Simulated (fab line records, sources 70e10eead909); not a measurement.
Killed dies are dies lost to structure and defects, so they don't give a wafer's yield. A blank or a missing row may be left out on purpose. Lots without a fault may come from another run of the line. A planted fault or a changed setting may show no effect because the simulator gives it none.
Which tool did it? | flow nand_harc | 11 lots, 33 wafers sampled, at 6 steps of a route of 1159

WHAT THE GAUGES READ, wafer by wafer
NHARC_A_CHANNEL_HOLE_D1_INSPECT_40.
lot  | measured     | on                | raw_defect_count
L353 | day 8 16:11  | defect_inspect-02 | 81 78 86
L354 | day 8 22:34  | defect_inspect-02 | 53 71 95
L361 | day 10 09:23 | defect_inspect-01 | 546 93 546
L362 | day 10 22:10 | defect_inspect-01 | 67 75 581
L367 | day 12 07:43 | defect_inspect-01 | 43 60 63
L369 | day 12 14:25 | defect_inspect-01 | 66 52 71
L371 | day 13 14:40 | defect_inspect-01 | 78 81 74
L372 | day 13 14:59 | defect_inspect-01 | 41 52 90
L374 | day 13 18:47 | defect_inspect-01 | 98 96 72
L375 | day 14 01:07 | defect_inspect-01 | 75 55 52
L376 | day 14 15:43 | defect_inspect-02 | 77 65 38

NHARC_END_SORT_01.
lot  | measured     | on        | killed_at_array | killed_at_other | killed_at_periphery | killed_dies | killed_open | killed_short
L361 | day 24 05:25 | prober-01 | 90 20 91        | 0 1 0           | 4 4 5               | 94 25 96    | 4 4 3       | 1 1 1
L362 | day 24 19:25 | prober-01 | 19 22 91        | 1 1 2           | 4 6 2               | 24 29 95    | 2 6 2       | 1 1 3

WHICH TOOL RAN EACH LOT (tool, then ch and the chambers of the sampled wafers, then the start)
lot  | NHARC_A_CHANNEL_HOLE_D1_ETCH_39               | NHARC_A_CHANNEL_HOLE_D1_ETCH_23  | NHARC_A_CHANNEL_HOLE_D1_ETCH_33  | NHARC_A_CHANNEL_HOLE_D1_ETCH_44
L353 | rie_diel-09 ch 1,2,3, day 8 11:43 or earlier  | har_etch-01 ch 0,1, day 8 11:43  | har_etch-01 ch 0,1, day 8 14:17  | rie_diel-05 ch 1,2, day 8 15:04
L354 | rie_diel-09 ch 0,2, day 8 18:31 or earlier    | har_etch-01 ch 0,1, day 8 18:31  | har_etch-01 ch 0,1, day 8 20:54  | rie_diel-06 ch 0,2,3, day 8 21:35
L361 | rie_diel-09 ch 0,2,3, day 10 05:21 or earlier | har_etch-01 ch 0,1, day 10 05:21 | har_etch-01 ch 0,1, day 10 07:43 | rie_diel-06 ch 0,1,2, day 10 08:25
L362 | rie_diel-09 ch 0,1,3, day 10 17:47 or earlier | har_etch-01 ch 0,1, day 10 17:47 | har_etch-01 ch 0,1, day 10 20:22 | rie_diel-05 ch 0,3, day 10 21:07
L367 | rie_diel-09 ch 0,1, day 12 02:48 or earlier   | har_etch-02 ch 0,1, day 12 02:48 | har_etch-02 ch 0,1, day 12 05:21 | rie_diel-05 ch 0,2, day 12 06:36
L369 | rie_diel-05 ch 2,3, day 12 10:16 or earlier   | har_etch-02 ch 0, day 12 10:16   | har_etch-02 ch 0, day 12 12:43   | rie_diel-09 ch 1,3, day 12 13:26
L371 | rie_diel-05 ch 1,3, day 13 10:22 or earlier   | har_etch-01 ch 0, day 13 10:22   | har_etch-01 ch 0, day 13 12:55   | rie_diel-06 ch 0,3, day 13 13:40
L372 | rie_diel-09 ch 0,2,3, day 13 10:52 or earlier | har_etch-02 ch 0,1, day 13 10:52 | har_etch-02 ch 0,1, day 13 13:11 | rie_diel-05 ch 0,2,3, day 13 13:53
L374 | rie_diel-09 ch 0,1,2, day 13 14:32 or earlier | har_etch-01 ch 0,1, day 13 14:32 | har_etch-01 ch 0,1, day 13 17:04 | rie_diel-06 ch 0,1,2, day 13 17:49
L375 | rie_diel-05 ch 0,2,3, day 13 20:37 or earlier | har_etch-02 ch 0,1, day 13 20:37 | har_etch-02 ch 0,1, day 13 22:58 | rie_diel-09 ch 0,2,3, day 14 00:08
L376 | rie_diel-09 ch 1,2,3, day 14 11:25 or earlier | har_etch-02 ch 0,1, day 14 11:25 | har_etch-02 ch 0,1, day 14 13:58 | rie_diel-09 ch 1,2,3, day 14 14:43
- NHARC_A_CHANNEL_HOLE_D1_ETCH_39: etches the open film in N2/H2, target depth 260 nm, time 325 s.
- NHARC_A_CHANNEL_HOLE_D1_ETCH_23: etches the open film in C4F8/O2/Ar, time 819 s, target depth 1600 nm.
- NHARC_A_CHANNEL_HOLE_D1_ETCH_33: etches the open film in C4F8/O2/Ar, time 90 s, target depth 400 nm.
- NHARC_A_CHANNEL_HOLE_D1_ETCH_44: etches the open film in CF4/O2, target depth 140 nm, overetch 14 nm, time 77 s.

WHAT THE TOOLS THEMSELVES READ (means of the sampled wafers that have a number; where no wafer has one, the mark that the record gives instead)
NHARC_A_CHANNEL_HOLE_D1_ETCH_39.
lot  | tool        | drypump_motor_current_A (A) | oes_product_au (a.u.) | rf_fwd_power_W (W) | rf_vpp_V (V) | showerhead_plenum_p_Torr (Torr) | throttle_valve_pct (%)
L353 | rie_diel-09 | 6.1                         | 0.993                 | 398.8              | 433.7        | 2.15                            | 14.162
L354 | rie_diel-09 | 5.6                         | 0.989                 | 400.0              | 433.3        | 2.14                            | 14.170
L361 | rie_diel-09 | 5.7                         | 0.989                 | 398.6              | 433.9        | 2.15                            | 14.179
L362 | rie_diel-09 | 5.8                         | 0.989                 | 400.3              | 433.8        | 2.14                            | 14.179
L367 | rie_diel-09 | 6.2                         | 0.988                 | 398.7              | 433.3        | 2.12                            | 14.170
L369 | rie_diel-05 | 5.9                         | 1.009                 | 399.5              | 432.7        | 2.12                            | 14.175
L371 | rie_diel-05 | 5.9                         | 1.006                 | 399.2              | 432.8        | 2.15                            | 14.167
L372 | rie_diel-09 | 5.7                         | 0.986                 | 399.4              | 433.4        | 2.15                            | 14.174
L374 | rie_diel-09 | 6.0                         | 0.988                 | 399.3              | 433.9        | 2.13                            | 14.179
L375 | rie_diel-05 | 5.6                         | 1.017                 | 399.4              | 430.8        | 2.06                            | 14.167
L376 | rie_diel-09 | 6.1                         | 0.986                 | 398.9              | 433.3        | 2.14                            | 14.168

NHARC_A_CHANNEL_HOLE_D1_ETCH_23.
lot  | tool        | drypump_motor_current_A (A) | showerhead_plenum_p_Torr (Torr) | throttle_valve_pct (%)
L353 | har_etch-01 | 5.5                         | 3.80                            | 32.163
L354 | har_etch-01 | 5.5                         | 3.80                            | 32.149
L361 | har_etch-01 | 5.5                         | 3.79                            | 32.155
L362 | har_etch-01 | 5.5                         | 3.80                            | 32.157
L367 | har_etch-02 | 6.0                         | 3.62                            | 32.149
L369 | har_etch-02 | 5.7                         | 3.50                            | 32.147
L371 | har_etch-01 | 5.5                         | 3.75                            | 32.174
L372 | har_etch-02 | 6.4                         | 3.73                            | 32.143
L374 | har_etch-01 | 5.5                         | 3.77                            | 32.153
L375 | har_etch-02 | 6.4                         | 3.73                            | 32.159
L376 | har_etch-02 | 6.3                         | 3.72                            | 32.150

NHARC_A_CHANNEL_HOLE_D1_ETCH_33.
lot  | tool        | drypump_motor_current_A (A) | rf_fwd_power_W (W) | showerhead_plenum_p_Torr (Torr) | throttle_valve_pct (%)
L353 | har_etch-01 | 5.5                         | 1984               | 3.84                            | 27.626
L354 | har_etch-01 | 5.5                         | 1984               | 3.84                            | 27.620
L361 | har_etch-01 | 5.5                         | 1996               | 3.83                            | 27.619
L362 | har_etch-01 | 5.6                         | 1988               | 3.84                            | 27.626
L367 | har_etch-02 | 6.0                         | 1984               | 3.66                            | 27.625
L369 | har_etch-02 | 5.7                         | 1982               | 3.53                            | 27.617
L371 | har_etch-01 | 5.5                         | 1996               | 3.79                            | 27.618
L372 | har_etch-02 | 6.3                         | 1984               | 3.77                            | 27.626
L374 | har_etch-01 | 5.5                         | 1989               | 3.81                            | 27.623
L375 | har_etch-02 | 6.4                         | 1984               | 3.77                            | 27.621
L376 | har_etch-02 | 6.3                         | 1980               | 3.76                            | 27.621

NHARC_A_CHANNEL_HOLE_D1_ETCH_44.
lot  | tool        | drypump_motor_current_A (A) | oes_product_au (a.u.) | rf_fwd_power_W (W) | rf_vpp_V (V) | showerhead_plenum_p_Torr (Torr) | throttle_valve_pct (%)
L353 | rie_diel-05 | 6.3                         | 0.994                 | 298.7              | 199.0        | 1.39                            | 13.395
L354 | rie_diel-06 | 6.0                         | 0.995                 | 296.6              | 197.2        | 1.32                            | 13.393
L361 | rie_diel-06 | 6.0                         | 0.996                 | 297.6              | 197.4        | 1.32                            | 13.394
L362 | rie_diel-05 | 5.4                         | 1.015                 | 297.2              | 197.5        | 1.30                            | 13.402
L367 | rie_diel-05 | 6.1                         | 1.001                 | 297.5              | 198.0        | 1.34                            | 13.401
L369 | rie_diel-09 | 6.2                         | 0.997                 | 296.9              | 198.8        | 1.39                            | 13.393
L371 | rie_diel-06 | 6.1                         | 0.995                 | 297.5              | 196.5        | 1.29                            | 13.391
L372 | rie_diel-05 | 5.6                         | 1.013                 | 298.7              | 197.7        | 1.34                            | 13.396
L374 | rie_diel-06 | 6.0                         | 0.991                 | 297.0              | 198.5        | 1.32                            | 13.398
L375 | rie_diel-09 | 5.7                         | 0.997                 | 298.4              | 199.1        | 1.40                            | 13.401
L376 | rie_diel-09 | 6.1                         | 0.988                 | 296.7              | 200.1        | 1.40                            | 13.399

THE ANSWER, worked out from the rows above alone
Rule: what is usual is taken from the lots themselves. Put in order of their means at a reading, lots are off if they are a third of the lots or fewer, leave a main group of 4 or more, and stand apart from it by a gap of 3 or more times the standard deviation of the main group's means; of several such gaps the widest counts. A main group whose means are all the same, to the digits that the tables above print for the reading, isn't used. A lot without any number at a reading at which 4 lots or more have one is off too. The other lots that the step has rows for count as sound. The gauges are gone through in route order, then the tools' own readings, and for those a lot's mean is taken as printed above. The first step at which some lot is off is used, and at that step the reading that is off furthest; a lot without a number counts as furthest.
Off: L361, L362, at NHARC_A_CHANNEL_HOLE_D1_INSPECT_40 (raw_defect_count). The main group: mean 69, standard deviation 11.
A tool fits if, at a process step before that reading, it ran every lot that is off, and no sound lot after the first of them. The gauges at NHARC_A_CHANNEL_HOLE_D1_INSPECT_40 are tried like those tools. NHARC_A_CHANNEL_HOLE_D1_ETCH_39 gives no start for some lots, so the hours and the order of its lots are those of NHARC_A_CHANNEL_HOLE_D1_ETCH_23. None of those tried fits.

WHAT THE SIMULATOR HAD PUT IN
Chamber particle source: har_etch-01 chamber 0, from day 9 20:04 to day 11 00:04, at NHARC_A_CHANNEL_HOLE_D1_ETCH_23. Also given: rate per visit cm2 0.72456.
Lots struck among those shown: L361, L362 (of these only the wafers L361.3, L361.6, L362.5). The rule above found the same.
